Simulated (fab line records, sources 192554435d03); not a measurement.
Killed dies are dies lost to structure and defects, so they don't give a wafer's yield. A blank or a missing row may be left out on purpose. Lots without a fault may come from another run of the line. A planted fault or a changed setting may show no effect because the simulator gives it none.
fab line records | flow n5_finfet
record lots=7 wafers=21
route steps=1938 shown PASS1_CAP@1873 TV_LITHO@1875 TV_OPEN@1887 PASSIVATION@1930
start_h: hours from the record's first day to the start of the lot's first wafer shown | wait_h: hours since the lot's step before | " the same as in the row above | L1.1+2: a row that stands for several wafers | - no value, or no start given | * or withheld: withheld | < > ~ a bound
route shown NAME@n: a module of which the file shows steps, and the number in the route of the first | usual: mean/standard deviation of fault-free wafers | same: alike in all rows | chamber/n: place in a boat | sites: the reading at each site | _std_site: their standard deviation | _edge_site: outer sites' mean less inner sites' | radius_mm: how far each site lies from the wafer's centre | mask NAME#n: copy n | behind: the tool/chamber that last shaped the wafer | hold: why the lot was held/for how many hours/how that ended | device: the transistor (n, p or np) that didn't switch | end of line: the same wafers' tests at the end of the route | a step without rows: its recipe alone | killed: dies lost to structure and defects at the first sort, not the wafer's yield | map: a wafer's dies, x killed, . not, _ none there
set.NAME: the setting as run; set.NAME@STEP: as run at that earlier step | model.NAME: the simulator's own value behind a step, which no gauge read
lots whose settings were changed on purpose; a table a step, a row a wafer
## steps
# step N5_PASSIVATION_PECVD_55
# recipe material=SiO2 target_thk_a=4000 temp_c=400 precursor=SiH4/N2O pressure_torr=2.7 rf_w=608 time_s=22.5
# columns lot.wafer tool chamber start_h wait_h set.time_s model.SiO2_of_PASSIVATION_PECVD_55.thk_nm
L075.1 pecvd-03 1 282.91 0.0 20.34 353
L075.2 " 0 " " 22.5 399
L075.4 " 0 " " 20.34 365
L078.2 pecvd-03 0 298.18 0.0 22.5 397.8
L078.5 " 1 " " 23.42 414.4
L078.6 " 2 " " 23.42 422.6
L080.2 pecvd-03 2 317.98 0.0 22.5 401.4
L080.3 " 0 " " 22.5 400.2
L080.5 " 2 " " 22.5 409.2
L079.1 pecvd-02 0 318.14 0.0 20.24 353.8
L079.3 " 2 " " 22.5 403.8
L079.4 " 2 " " 20.24 362.8
L082.3 pecvd-02 2 322.97 0.0 22.5 401
L082.4 " 0 " " 22.5 404.6
L082.5 " 0 " " 22.5 406.8
L088.1 pecvd-04 0 349.90 0.0 23.48 404.8
L088.5 " 1 " " 22.5 399
L088.6 " 0 " " 23.48 413
L089.1 pecvd-04 1 366.37 0.0 22.5 393
L089.4 " 1 " " 22.5 398
L089.6 " 0 " " 22.5 396.2
# step N5_PASSIVATION_PECVD_01
# recipe material=SiNx target_thk_a=2000 temp_c=400 precursor=SiH4/NH3/N2 pressure_torr=4.9 rf_w=1406 time_s=43.2
# step N5_PASSIVATION_HMDS_03
# recipe time_s=60 temp_c=120
# step N5_PASSIVATION_DESCUM_12
# recipe chemistry=O2 time_s=7.9 source_power_w=50 bias_power_w=20 pressure_mtorr=20 rf_frequency_hz=2.712e+07 temp_c=40 o2_flow_sccm=225
# step N5_PASSIVATION_PASS_ETCH_74
# recipe chemistry=CF4/O2 target=SiNx target_depth_a=2200 time_s=110 ion_energy_ev=100 pressure_mtorr=40 source_w=535 bias_w=49 Ar_flow_sccm=100 cf4_flow_sccm=100 O2_flow_sccm=10
# step N5_PASSIVATION_VIA_ETCH_13
# recipe chemistry=CHF3/O2 target=SiO2 target_depth_a=6600 CHF3_flow_sccm=50 O2_flow_sccm=5 Ar_flow_sccm=200 time_s=330 mask_material=PR pressure_mtorr=30 source_w=650 bias_w=170 ion_energy_ev=200 ends=cleared
# usual etch_rf_on_time_s=236/5.4
# columns lot.wafer tool chamber start_h wait_h set.time_s@PASSIVATION_PECVD_55 etch_rf_on_time_s
L075.1 rie_diel-02 2 286.18 0.0 20.34 206
L075.2 " 0 " " 22.5 235
L075.4 " 1 " " 20.34 212
L078.2 rie_diel-04 1 299.97 0.0 22.5 232
L078.5 " 1 " " 23.42 243
L078.6 " 3 " " 23.42 252
L080.2 rie_diel-04 1 318.95 0.0 22.5 237
L080.3 " 3 " " 22.5 243
L080.5 " 2 " " 22.5 247
L079.1 rie_diel-02 0 318.99 0.0 20.24 209
L079.3 " 2 " " 22.5 238
L079.4 " 1 " " 20.24 210
L082.3 rie_diel-04 3 323.64 0.0 22.5 242
L082.4 " 1 " " 22.5 240
L082.5 " 0 " " 22.5 238
L088.1 rie_diel-02 1 351.29 0.0 23.48 237
L088.5 " 2 " " 22.5 236
L088.6 " 3 " " 23.48 236
L089.1 rie_diel-04 1 367.67 0.0 22.5 229
L089.4 " 3 " " 22.5 238
L089.6 " 3 " " 22.5 238
# step N5_PASSIVATION_ETCH_54
# recipe chemistry=CHF3/O2 target=SiO2 target_depth_a=8800 CHF3_flow_sccm=50 O2_flow_sccm=5 Ar_flow_sccm=200 time_s=440 mask_material=PR pressure_mtorr=30 source_w=650 bias_w=170 ion_energy_ev=200
# usual rf_vpp_V=527/7.4
# columns lot.wafer tool chamber start_h wait_h set.bias_w rf_vpp_V
L075.1 rie_diel-06 3 290.47 0.1 170 541
L075.2 " 1 " " 170 516
L075.4 " 0 " " 170 524
L078.2 rie_diel-05 2 303.80 0.1 170 535
L078.5 " 0 " " 192.1 573
L078.6 " 3 " " 170 527
L080.2 rie_diel-05 0 322.76 0.1 170 519
L080.3 " 1 " " 170 526
L080.5 " 1 " " 170 524
L079.1 rie_diel-06 0 322.95 0.1 170 525
L079.3 " 2 " " 170 529
L079.4 " 1 " " 152.1 471
L082.3 rie_diel-05 2 327.22 0.1 170 536
L082.4 " 1 " " 170 524
L082.5 " 0 " " 170 518
L088.1 rie_diel-06 3 355.79 0.1 170 540
L088.5 " 0 " " 170 524
L088.6 " 3 " " 170 540
L089.1 rie_diel-01 1 371.85 0.1 170 526
L089.4 " 1 " " 170 526
L089.6 " 3 " " 170 536
## key
split step=N5_PASSIVATION_PECVD_55 setting=time_s stated=22.5 by=wafer
response step=N5_PASSIVATION_PECVD_55 reading=model.SiO2_of_PASSIVATION_PECVD_55.thk_nm change=+4.24 per=1% r=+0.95
response step=N5_PASSIVATION_VIA_ETCH_13 reading=etch_rf_on_time_s change=* per=1% r=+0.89
split step=N5_PASSIVATION_ETCH_54 setting=bias_w stated=170 by=wafer
response step=N5_PASSIVATION_ETCH_54 reading=rf_vpp_V change=+4.05 per=1% r=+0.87
